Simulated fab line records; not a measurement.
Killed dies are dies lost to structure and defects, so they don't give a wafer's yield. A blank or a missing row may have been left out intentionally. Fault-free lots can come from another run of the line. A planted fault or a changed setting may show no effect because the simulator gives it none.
A struck lot beside a sound one / flow nand-harc / 17 out of 1159 route steps
Sound: these wafers, L569.2, L569.3, L569.6. Struck: wafer L582.3 (left out: L582.2, L582.6 of the same lot, which were not struck); the cause appears at the end.
Order at every step that has rows: each side's tool, ch and its chambers, its first start. Under that, the readings that differ: sound wafers / struck wafers / difference of the means / sigmas: that difference in standard deviations of wafers without a fault.
alike: words and numbers the same on both sides, and readings whose means are apart by under 2 such deviations; not compared: readings that were withheld, readings missing a value for some wafer, numbers with overlapping values and no deviation given by the record, and bounds like >300 which may hide the same value.
A row with sigmas, a row that says differs or no value, or rows on one side alone: a step with any of these is where the two part. When numbers do not overlap yet have no deviation, they are printed without sigmas and do not part them. A reading missing from all wafers of one side parts the sides only when that side holds two or more wafers.

NHARC_A_M1_INSPECT_11:
  sound on defect-inspect-01 at day 17 23:44; struck on defect-inspect-02 at day 21 21:03
  alike: raw-defect-count
then, 1 step without rows for these wafers: NHARC_A_M1_DESCUM_14 (chemistry O2, time 3 s).
NHARC_A_M1_ETCH_35: etches the open film in N2/H2, target depth 40 nm, overetch 12 nm, time 43.94 s.
  sound on rie-diel-13 ch 0,1,3, day 17 23:52; struck on rie-diel-02 ch 1, day 21 21:12
reading=drypump-motor-current-A (A); sound=5.57 5.26 5.90; struck=6.26; difference=+0.68; sigmas=+2
  alike: oes-product-au, rf-vpp-V, showerhead-plenum-p-Torr, throttle-valve-pct
  not compared: rf-hours-counter-h
NHARC_A_M1_ETCH_15: etches the open film in C4F8/Ar, target depth 182.5 nm, time 91.2 s.
  sound: rie-diel-13 ch 0,2; struck: rie-diel-02 ch 3
  alike: oes-product-au, rf-vpp-V
  not compared: rf-hours-counter-h
NHARC_A_M1_CD_MEAS_16:
  sound on cd-sem-03 at day 18 00:06; struck on cd-sem-02 at day 21 21:25
  alike: cd-nm
then, 3 steps without rows for these wafers: NHARC_A_M1_STRIP_18 (strips in N2/H2); NHARC_A_M1_ETCH_28 (etches the open film in CF4/N2, target depth 30 nm, time 72.99 s); NHARC_A_M1_STRIP_19 (strips in post etch residue remover, time 600 s).
NHARC_A_M1_DEGAS_29: time 60 s.
  sound on pvd-sputter-03 at day 18 00:49; struck on pvd-sputter-02 at day 21 22:08
  alike: heater-power-w
NHARC_A_M1_PRE_CLEAN_30: time 30 s.
  sound on pvd-sputter-03; struck on pvd-sputter-02
  alike: heater-power-w
NHARC_A_M1_PVD_20: deposits TaN, target thk 5 nm, time 8.06 s.
  sound on pvd-sputter-03; struck on pvd-sputter-02
  alike: throttle-valve-pct
then, 1 step without rows for these wafers: NHARC_A_M1_PVD_21 (deposits Cu, target thk 30 nm, time 20.49 s).
NHARC_A_M1_ECD_22: material Cu, target thk 400 nm.
  sound on ecd-cu-02 ch 0,1, day 18 01:10; struck on ecd-cu-01 ch 0,1, day 21 22:34
then, 1 step without rows for these wafers: NHARC_A_M1_ANNEAL_31 (time 90 s).
NHARC_A_M1_CMP_23: polishes, t overpolish 20 s, target thk 154.34 nm.
  sound on cmp-02 ch 0,1,3, day 18 01:53; struck on cmp-04 ch 0, day 21 23:17
reading=time-to-endpoint-s (s); sound=26.3 29.6 30.6; struck=14.8; difference=-14.0; sigmas=-6
  alike: motor-current-A
  not compared: pad-life-wafers
NHARC_A_M1_THK_MEAS_24: measures by xrf.
  sound on film-metro-02 at day 18 02:12; struck on film-metro-01 at day 21 23:32
  alike: thk-nm
NHARC_END_SORT_01:
  sound on prober-02 ch 0, day 19 19:52; struck on prober-02 ch 0, day 23 07:38
reading=killed-at-periphery; sound=5 5 1; struck=8; difference=+4; sigmas=+2
reading=killed-open; sound=4 1 2; struck=12; difference=+10; sigmas=+5
  alike: defect-limited-yield, killed-at-array, killed-at-other, killed-dies, killed-short, sort_bin_2_pct, sort_bin_3_pct, sort_bin_4_pct, sort-n-pass, sort-rim-yield-pct, sort-yield-pct

WHERE THEY PART
At NHARC_A_M1_ETCH_35 first; at NHARC_END_SORT_01 last (within this record only).

WHY: the cause the simulator had injected
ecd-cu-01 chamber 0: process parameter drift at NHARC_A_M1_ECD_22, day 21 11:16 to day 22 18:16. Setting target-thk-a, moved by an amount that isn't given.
